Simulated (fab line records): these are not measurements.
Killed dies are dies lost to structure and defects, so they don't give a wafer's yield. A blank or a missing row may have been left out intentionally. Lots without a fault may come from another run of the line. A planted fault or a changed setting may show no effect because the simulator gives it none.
fab line records	flow nand-harc
[record] lots = 13	wafers = 39	last-day = 24
route steps=1159 shown A_CONTACT@863 END@1159
lots with no fault: from the same line, run without faults
start-h: hours from the record's opening day to when the first of the lot's shown wafers began	wait-h: hours elapsed since this lot's preceding step	" as in the row above	L1.1+2: several wafers, shown together as one row	- either no value or no given start	* or withheld: withheld	< > ~ a bound
route shown NAME@n: names a module that has steps shown in the file, with the first one's number in the route	usual: mean/standard deviation of fault-free wafers	same: alike in all rows	chamber/n: place in a boat	sites: each site's reading	_std_site: their standard deviation	_edge_site: outer sites' mean less inner sites'	radius-mm: how far each site lies from the wafer's centre	mask NAME#n: copy n	behind: the tool/chamber that last shaped the wafer	hold: cause of the lot's hold/its duration in hours/its outcome	device: the transistor (n, p or np) that didn't switch	end of line: the same wafers' tests at the end of the route	a step without rows: its recipe alone	killed: count of dies lost to structure and defects at first sort (not the wafer's yield)	map: shows each die of a wafer: x if killed, . if not, _ if none is there
set.NAME: setting as actually run; set.NAME@STEP: the setting as run at that earlier step	model.NAME: the simulator's own value behind a step, which no gauge read
route steps across a sampled set of lots; one table per step, one row per wafer
[[steps]]
[step NHARC_A_CONTACT_ETCH_112]
[recipe] source-w = withheld	pressure-mtorr = 20	bias-v = 3000	time-s = 94	target-depth-a = 9220	ar-flow-sccm = withheld	c4f8-flow-sccm = withheld	o2-flow-sccm = withheld	chemistry = C4F8/O2/Ar
[usual] chamber-pressure-mTorr = 19.998/0.017	oes-air-line-au = 1.004/0.021
lot.wafer	tool	chamber	start-h	wait-h	chamber-pressure-mTorr	oes-air-line-au	rf-hours-counter-h
L491.2	har-cap-etch-02	0	371.89	0.2	20.004	1.002	8
L491.1	"	1	"	"	19.990	0.995	8
L491.3	"	0	"	"	19.992	0.988	-
L494.2	har-cap-etch-03	0	382.48	0.2	20.024	1.001	80
L494.4	"	1	"	"	19.999	1.005	-
L494.5	"	0	"	"	20.004	1.001	-
L495.2	har-cap-etch-03	1	396.44	0.2	19.991	0.989	84
L495.4	"	1	"	"	20.021	0.965	-
L495.5	"	1	"	"	20.005	0.999	-
L497.1	har-cap-etch-03	1	411.50	0.2	20.002	1.001	86
L497.5	"	1	"	"	20.004	1.026	-
L497.6	"	0	"	"	20.005	1.010	-
L498.1	har-cap-etch-02	0	413.69	0.2	19.993	1.025	15
L498.3	"	1	"	"	19.965	1.004	-
L498.5	"	1	"	"	20.016	0.964	-
L496.2	har-cap-etch-01	1	428.14	0.2	20.016	1.033	66
L496.1	"	0	"	"	19.997	1.022	66
L496.6	"	0	"	"	20.019	1.009	-
L502.1	har-cap-etch-03	1	443.61	0.2	20.005	1.012	93
L502.3	"	0	"	"	19.978	0.995	-
L502.6	"	0	"	"	20.005	0.986	-
L504.2	har-cap-etch-01	0	444.73	0.2	20.002	0.985	71
L504.4	"	0	"	"	19.994	0.992	-
L504.3	"	1	"	"	20.023	1.044	-
L506.2	har-cap-etch-02	0	458.94	0.1	20.018	0.950	26
L506.4	"	1	"	"	20.036	0.994	-
L506.5	"	0	"	"	20.003	1.000	-
L510.1	har-cap-etch-02	1	471.75	0.1	20.009	0.956	29
L510.3	"	0	"	"	19.983	1.013	-
L510.4	"	1	"	"	19.972	0.970	-
L512.2	har-cap-etch-01	0	480.55	0.1	19.981	1.018	77
L512.4	"	0	"	"	19.988	1.039	-
L512.6	"	1	"	"	19.980	1.000	-
L511.1	har-cap-etch-03	0	481.75	0.2	20.010	0.973	102
L511.2	"	1	"	"	19.969	1.013	102
L511.5	"	1	"	"	20.005	0.986	-
L513.1	har-cap-etch-01	0	498.20	0.2	19.993	0.991	82
L513.2	"	1	"	"	19.988	1.036	82
L513.3	"	0	"	"	20.041	1.020	-
[step NHARC_A_CONTACT_ETCH_114]
[recipe] source-w = withheld	pressure-mtorr = 20	bias-v = 3000	time-s = 94	target-depth-a = 9220	ar-flow-sccm = withheld	c4f8-flow-sccm = withheld	o2-flow-sccm = withheld	chemistry = C4F8/O2/Ar
[usual] chamber-pressure-mTorr = 19.998/0.019	oes-air-line-au = 1.000/0.02
lot.wafer	tool	chamber	start-h	wait-h	chamber-pressure-mTorr	oes-air-line-au	rf-hours-counter-h
L491.2	har-cap-etch-02	0	372.07	0.1	20.005	1.021	8
L491.1	"	1	"	"	19.986	1.004	8
L491.3	"	0	"	"	19.988	1.014	-
L494.2	har-cap-etch-03	0	382.72	0.1	20.016	0.978	80
L494.4	"	1	"	"	19.970	1.014	-
L494.5	"	0	"	"	20.000	0.989	-
L495.2	har-cap-etch-03	1	396.62	0.1	19.991	1.009	84
L495.4	"	1	"	"	19.998	1.013	-
L495.5	"	1	"	"	19.980	0.994	-
L497.1	har-cap-etch-03	1	411.68	0.1	19.999	1.026	86
L497.5	"	1	"	"	20.023	1.013	-
L497.6	"	0	"	"	19.992	1.000	-
L498.1	har-cap-etch-02	0	413.87	0.1	19.996	1.033	15
L498.3	"	1	"	"	19.994	1.025	-
L498.5	"	1	"	"	19.992	1.040	-
L496.2	har-cap-etch-01	1	428.38	0.1	19.977	0.991	66
L496.1	"	0	"	"	19.967	1.013	66
L496.6	"	0	"	"	20.022	1.022	-
L502.1	har-cap-etch-03	1	443.79	0.1	20.015	1.010	93
L502.3	"	0	"	"	20.022	1.000	-
L502.6	"	0	"	"	20.037	0.982	-
L504.2	har-cap-etch-01	0	444.92	0.1	19.997	0.987	71
L504.4	"	0	"	"	19.999	0.983	-
L504.3	"	1	"	"	20.007	1.006	-
L506.2	har-cap-etch-02	0	459.12	0.1	19.992	1.004	26
L506.4	"	1	"	"	19.982	1.027	-
L506.5	"	0	"	"	19.984	0.966	-
L510.1	har-cap-etch-02	1	471.93	0.1	19.980	1.003	29
L510.3	"	0	"	"	20.025	0.994	-
L510.4	"	1	"	"	20.024	0.995	-
L512.2	har-cap-etch-01	0	480.73	0.1	20.000	0.998	78
L512.4	"	0	"	"	19.993	1.006	-
L512.6	"	1	"	"	19.966	1.012	-
L511.1	har-cap-etch-03	0	481.94	0.1	19.979	1.004	102
L511.2	"	1	"	"	19.992	0.997	102
L511.5	"	1	"	"	20.021	1.017	-
L513.1	har-cap-etch-01	0	498.39	0.1	19.975	0.971	82
L513.2	"	1	"	"	20.012	0.992	82
L513.3	"	0	"	"	20.042	0.973	-
[step NHARC_A_CONTACT_ETCH_118]
[recipe] source-w = withheld	pressure-mtorr = 20	bias-v = 3000	time-s = 94	target-depth-a = 9220	ar-flow-sccm = withheld	c4f8-flow-sccm = withheld	o2-flow-sccm = withheld	chemistry = C4F8/O2/Ar
[usual] chamber-pressure-mTorr = 20.003/0.018	oes-air-line-au = 0.999/0.019
lot.wafer	tool	chamber	start-h	wait-h	chamber-pressure-mTorr	oes-air-line-au	rf-hours-counter-h
L491.2	har-cap-etch-02	0	372.44	0.1	19.977	0.977	8
L491.1	"	1	"	"	20.006	1.001	8
L491.3	"	0	"	"	19.991	0.999	-
L494.2	har-cap-etch-03	0	383.20	0.1	20.000	0.984	81
L494.4	"	1	"	"	19.996	1.019	-
L494.5	"	0	"	"	20.043	0.999	-
L495.2	har-cap-etch-03	1	396.99	0.1	20.009	1.005	84
L495.4	"	1	"	"	19.984	1.018	-
L495.5	"	1	"	"	20.009	0.977	-
L497.1	har-cap-etch-03	1	412.05	0.1	20.008	0.975	86
L497.5	"	1	"	"	20.021	0.998	-
L497.6	"	0	"	"	19.980	1.010	-
L498.1	har-cap-etch-02	0	414.23	0.1	20.013	1.029	16
L498.3	"	1	"	"	19.973	0.978	-
L498.5	"	1	"	"	19.995	1.017	-
L496.2	har-cap-etch-01	1	428.87	0.1	19.987	0.991	66
L496.1	"	0	"	"	19.988	1.020	66
L496.6	"	0	"	"	19.989	1.013	-
L502.1	har-cap-etch-03	1	444.15	0.1	20.034	0.978	94
L502.3	"	0	"	"	19.993	0.984	-
L502.6	"	0	"	"	20.019	0.953	-
L504.2	har-cap-etch-01	0	445.28	0.1	19.987	0.999	71
L504.4	"	0	"	"	20.008	1.010	-
L504.3	"	1	"	"	20.002	1.000	-
L506.2	har-cap-etch-02	0	459.48	0.1	20.001	0.997	27
L506.4	"	1	"	"	20.004	0.965	-
L506.5	"	0	"	"	19.997	1.007	-
L510.1	har-cap-etch-02	1	472.29	0.1	20.017	0.990	29
L510.3	"	0	"	"	19.970	1.010	-
L510.4	"	1	"	"	20.013	0.967	-
L512.2	har-cap-etch-01	0	481.09	0.1	19.995	1.015	78
L512.4	"	0	"	"	20.015	1.002	-
L512.6	"	1	"	"	20.016	1.026	-
L511.1	har-cap-etch-03	0	482.30	0.1	20.010	0.990	102
L511.2	"	1	"	"	19.967	1.029	102
L511.5	"	1	"	"	20.010	1.014	-
L513.1	har-cap-etch-01	0	498.75	0.1	20.000	1.010	82
L513.2	"	1	"	"	20.024	1.000	82
L513.3	"	0	"	"	20.004	0.988	-
[step NHARC_A_CONTACT_ETCH_119]
[recipe] source-w = withheld	pressure-mtorr = 20	bias-v = 3000	time-s = 94	target-depth-a = 9220	ar-flow-sccm = withheld	c4f8-flow-sccm = withheld	o2-flow-sccm = withheld	chemistry = C4F8/O2/Ar
[usual] chamber-pressure-mTorr = 20.001/0.018	oes-air-line-au = 1.000/0.021
lot.wafer	tool	chamber	start-h	wait-h	chamber-pressure-mTorr	oes-air-line-au	rf-hours-counter-h
L491.2	har-cap-etch-02	0	372.53	0.1	20.001	0.981	8
L491.1	"	1	"	"	19.993	0.982	8
L491.3	"	0	"	"	20.003	0.965	-
L494.2	har-cap-etch-03	0	383.32	0.1	20.044	1.020	81
L494.4	"	1	"	"	19.992	1.042	-
L494.5	"	0	"	"	20.025	1.007	-
L495.2	har-cap-etch-03	1	397.08	0.1	19.977	0.996	85
L495.4	"	1	"	"	20.006	0.998	-
L495.5	"	1	"	"	20.000	0.995	-
L497.1	har-cap-etch-03	1	412.14	0.1	20.030	0.986	86
L497.5	"	1	"	"	19.987	0.976	-
L497.6	"	0	"	"	20.014	0.962	-
L498.1	har-cap-etch-02	0	414.32	0.1	20.020	0.988	16
L498.3	"	1	"	"	20.008	1.026	-
L498.5	"	1	"	"	20.015	1.049	-
L496.2	har-cap-etch-01	1	428.99	0.1	19.976	1.010	66
L496.1	"	0	"	"	19.989	0.942	66
L496.6	"	0	"	"	19.985	0.991	-
L502.1	har-cap-etch-03	1	444.24	0.1	-	-	-
L502.3	"	0	"	"	-	-	-
L502.6	"	0	"	"	-	-	-
L504.2	har-cap-etch-01	0	445.37	0.1	-	-	-
L504.4	"	0	"	"	-	-	-
L504.3	"	1	"	"	-	-	-
L506.2	har-cap-etch-02	0	459.57	0.1	-	-	-
L506.4	"	1	"	"	-	-	-
L506.5	"	0	"	"	-	-	-
L510.1	har-cap-etch-02	1	472.39	0.1	20.028	0.995	29
L510.3	"	0	"	"	19.982	1.009	-
L510.4	"	1	"	"	19.992	1.010	-
L512.2	har-cap-etch-01	0	481.18	0.1	19.985	0.966	78
L512.4	"	0	"	"	19.989	0.995	-
L512.6	"	1	"	"	20.022	1.011	-
L511.1	har-cap-etch-03	0	482.40	0.1	19.985	1.026	102
L511.2	"	1	"	"	20.000	1.009	102
L511.5	"	1	"	"	20.011	0.973	-
L513.1	har-cap-etch-01	0	498.84	0.1	19.970	1.017	82
L513.2	"	1	"	"	20.031	1.007	82
L513.3	"	0	"	"	19.994	0.988	-
[step NHARC_END_SORT_01]
[recipe] temp-c = 25
[usual] killed-at-array = 26/10	killed-at-other = 0.8/1.1	killed-at-periphery = 3.3/2.6	killed-dies = 30/11	killed-open = 3.4/1.8	killed-short = 2.0/1.3
[same] gross-dies = 677
lot.wafer	tool	chamber	start-h	wait-h	killed-at-array	killed-at-other	killed-at-periphery	killed-dies	killed-open	killed-short
L502.1	prober-01	0	514.63	2.5	675	1	1	677	6	3
L502.3	prober-01	0	516.23	3.1	675	0	2	677	3	2
L502.6	prober-01	0	518.63	4.0	675	0	2	677	3	3
L504.2	prober-02	0	515.48	2.8	676	0	1	677	4	1
L504.3	prober-02	0	516.27	3.1	675	0	2	677	4	2
L504.4	prober-02	0	517.06	3.4	672	1	4	677	4	2
L506.2	prober-01	0	529.87	2.8	671	2	4	677	3	3
L506.4	prober-01	0	531.49	3.4	670	2	5	677	6	2
L506.5	prober-01	0	532.29	3.7	675	0	2	677	4	3
// killed by level:class
L502.1 A_CONTACT:area-etch=643 A_SLIT:chamber-film-flake=14 A_CHANNEL_HOLE_D1:chamber-film-flake=4 A_CONTACT:geometric-particle:open=3 A_STAIRCASE:chamber-film-flake=3 A_BLC:geometric-particle:open=2 A_CONTACT:chamber-film-flake=2 P_M2:geometric-particle:short=1
L504.2 A_CONTACT:area-etch=657 A_CHANNEL_HOLE_D1:chamber-film-flake=8 A_STAIRCASE:chamber-film-flake=3 A_CONTACT:chamber-film-flake=2 P_CONTACT:geometric-particle:open=1 A_SOURCE_PLATE:geometric-particle:open=1 A_SGD_CUT:geometric-particle:open=1 A_SGD_CUT:geometric-particle:short=1
L502.3 A_CONTACT:area-etch=628 A_SLIT:chamber-film-flake=16 A_CHANNEL_HOLE_D1:chamber-film-flake=15 A_CONTACT:chamber-film-flake=9 A_ZERO_WELL:chamber-film-flake=2 A_STAIRCASE:chamber-film-flake=2 P_CONTACT:geometric-particle:short=1 P_M0:geometric-particle:open=1
L504.3 A_CONTACT:area-etch=660 A_CHANNEL_HOLE_D1:chamber-film-flake=7 P_GATE:geometric-particle:open=2 A_STAIRCASE:chamber-film-flake=2 A_CONTACT:chamber-film-flake=2 A_ONON_D1:geometric-particle:open=1 A_WL_FILL:geometric-particle:short=1 A_CONTACT:geometric-particle:open=1
L504.4 A_CONTACT:area-etch=659 A_CHANNEL_HOLE_D1:chamber-film-flake=6 P_STI:chamber-film-flake=3 A_M0:geometric-particle:short=2 A_CONTACT:chamber-film-flake=2 P_STI:geometric-particle:open=1 A_ONON_D1:geometric-particle:open=1 A_CONTACT:geometric-particle:open=1
L502.6 A_CONTACT:area-etch=640 A_CHANNEL_HOLE_D1:chamber-film-flake=15 A_SLIT:chamber-film-flake=10 A_CONTACT:chamber-film-flake=4 A_STAIRCASE:chamber-film-flake=2 P_M0:geometric-particle:open=1 P_M1:geometric-particle:short=1 A_ONON_D1:geometric-particle:open=1
L506.2 A_CONTACT:area-etch=641 A_SLIT:chamber-film-flake=13 A_CONTACT:chamber-film-flake=7 A_CHANNEL_HOLE_D1:chamber-film-flake=3 A_BONDPAD:chamber-film-flake=3 P_CONTACT:geometric-particle:open=2 A_ONON_D1:geometric-particle:short=2 P_M1:chamber-film-flake=2
L506.4 A_CONTACT:area-etch=631 A_SLIT:chamber-film-flake=20 A_CONTACT:chamber-film-flake=9 P_M1:chamber-film-flake=3 A_BONDPAD:chamber-film-flake=3 P_CONTACT:geometric-particle:open=2 A_ONON_D1:geometric-particle:open=2 THIN_TSV:chamber-film-flake=2
L506.5 A_CONTACT:area-etch=640 A_SLIT:chamber-film-flake=14 A_CONTACT:chamber-film-flake=11 A_CHANNEL_HOLE_D1:chamber-film-flake=3 P_M1:geometric-particle:open=1 A_SOURCE_PLATE:geometric-particle:short=1 A_ONON_D1:geometric-particle:open=1 A_CHANNEL_FILL_D1:geometric-particle:short=1
[[key]]
[first-sign] step = NHARC_A_CONTACT_ETCH_119	reading = tool-record	direction = missing
[effect] step = NHARC_END_SORT_01	reading = killed-at-array	direction = up	sigmas = 62	usual = 26	struck = 674
[more-kills-born-at] NHARC_A_CONTACT_ETCH_119@har-cap-etch-01 = 1976	NHARC_A_CONTACT_ETCH_119@har-cap-etch-02 = 1912	NHARC_A_CONTACT_ETCH_119@har-cap-etch-03 = 1911
met-at NHARC_A_CONTACT_ETCH_119
struck-lots L502,L504,L506
later-rows-left-out L502.1,L502.3,L502.6,L504.2,L504.3,L504.4,L506.2,L506.4,L506.5
tester-left-out L502,L504,L506
not-acting-at NHARC_A_CONTACT_ETCH_112,NHARC_A_CONTACT_ETCH_114,NHARC_A_CONTACT_ETCH_118
onset-between 428.99 444.24
[fault] kind = skipped-step-whole	tool = har-cap-etch-01,har-cap-etch-02,har-cap-etch-03	chamber = -	onset-h = 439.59	steps = NHARC_A_CONTACT_ETCH_119	scope = struck-lots-only
// tester-left-out: of these lots the tester's yield and bins aren't shown, on N5 and GAA mostly nor the transistor test; their killed dies are dies lost to structure and defects alone, not to doping, threshold or leakage, so they don't give the yield
// later-rows-left-out: the simulator's readings of these wafers behind a module that went badly wrong aren't trusted and aren't shown, but for the sort
